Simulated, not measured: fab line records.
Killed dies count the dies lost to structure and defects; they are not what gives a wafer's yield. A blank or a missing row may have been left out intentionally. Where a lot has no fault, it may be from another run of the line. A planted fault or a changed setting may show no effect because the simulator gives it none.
A struck lot beside a sound one -- flow n5Finfet -- 14 out of 1938 route steps
Sound: wafers L191.1, L191.4, L191.5. Wafers struck: L198.2, L198.4, L198.6. The cause is named last.
Each step with rows lists, per side, the tool, then ch with its chambers, then its first start. Under that, the readings that differ: sound wafers -- struck wafers -- difference of the means -- sigmas: that difference in standard deviations of wafers without a fault.
alike: readings with means less than 2 such deviations apart, plus words and numbers identical on both sides. not compared: withheld readings, readings lacking a value on some wafer, bounds such as >300 that could conceal the same value, and numbers that have no deviation in the record and whose values overlap.
A row with sigmas, a row that says differs or no value, or rows on one side alone: a step with any of these is where the two part. When numbers do not overlap yet have no deviation, they are printed without sigmas and do not part them. A reading missing from all wafers of one side parts the sides only when that side holds two or more wafers.

first, 5 steps without rows for these wafers: N5_BEOL_M11_EBR_24; N5_BEOL_M11_SOFTBAKE_23 (time 60 s); N5_BEOL_M11_EXPOSE_25 (exposes mask V10); N5_BEOL_M11_PEB_26 (peb time 60 s); N5_BEOL_M11_DEVELOP_27 (develop time 30 s).
N5_BEOL_M11_CD_MEAS_28: target cd 70 nm.
  sound on cdSem-02 ch 0, day 10 06:20; struck on cdSem-01 ch 0, day 12 09:59
  alike: cdNm
N5_BEOL_M11_OVL_MEAS_29:
  sound on overlay-01 ch 0, day 10 06:23; struck on overlay-02 ch 0, day 12 10:01
  alike: V10_OVL
N5_BEOL_M11_INSPECT_30: inspects for defects (brightfield).
  sound on defectInspect-02, day 10 06:24; struck on defectInspect-02, day 12 10:02
  alike: rawDefectCount
N5_BEOL_M11_DESCUM_33: chemistry O2, time 7.9 s.
  sound on rieDiel-05 ch 0,2,3, day 10 06:26; struck on rieDiel-05 ch 1,2,3, day 12 10:05
  alike: drypumpMotorCurrentA, oesProductAu, rfVppV, showerheadPlenumPTorr, throttleValvePct
  not compared: rfHoursCounterH
N5_BEOL_M11_ETCH_65: etches SiARC in CF4, target depth 39 nm, time 65 s.
  sound on rieDiel-05 ch 0,2,3, day 10 06:28; struck on rieDiel-05 ch 1,2,3, day 12 10:07
  alike: drypumpMotorCurrentA, etchRfOnTimeS, oesProductAu, rfFwdPowerW, rfVppV, showerheadPlenumPTorr, throttleValvePct
  not compared: rfHoursCounterH
N5_BEOL_M11_ETCH_66: etches SOC in N2/H2, target depth 120 nm, overetch 24 nm, time 180 s.
  sound on rieDiel-05 ch 0,2,3, day 10 06:31; struck on rieDiel-05 ch 1,2,3, day 12 10:10
  alike: drypumpMotorCurrentA, oesProductAu, rfFwdPowerW, rfVppV, showerheadPlenumPTorr, throttleValvePct
  not compared: rfHoursCounterH
then, 1 step without rows for these wafers: N5_BEOL_M11_STRIP_69 (strips in N2/H2).
N5_BEOL_M11_VIA_ETCH_34: etches SiCOH lowk in C4F6/O2, target depth 184.5 nm, time 69.2 s.
  sound on rieDiel-05 ch 0,2,3, day 10 06:38; struck on rieDiel-05 ch 1,2,3, day 12 10:17
reading,sound,struck,difference,sigmas
oes_f_703_au (a.u.),0.71 0.78 0.88,1.00 0.98 1.11,+0.24,+3
rfFwdPowerW (W),340.3 339.4 344.6,424.8 425.9 426.1,+84.2,+53
rfVppV (V),658 668 648,601 578 582,-71,-8
model.etch.depthNm (nm),184.6 179.8 183.1,195.2 199.8 198.3,+15.3,
model.SOC_of_BEOL_M11_COAT_63.thkNm (nm),92 92.2 92,91.6 91.6 91.2,-0.6,
  alike: drypumpMotorCurrentA, oesProductAu, showerheadPlenumPTorr, throttleValvePct
  not compared: rfHoursCounterH
then, 1 step without rows for these wafers: N5_BEOL_M11_STRIP_73 (strips in C4F6/O2).

WHERE THEY PART
Only at N5_BEOL_M11_VIA_ETCH_34, as far as this record shows.

WHY: what had been put in by the simulator
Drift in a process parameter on rieDiel-05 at N5_BEOL_M11_VIA_ETCH_34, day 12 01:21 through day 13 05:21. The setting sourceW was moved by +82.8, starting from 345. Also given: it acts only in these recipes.
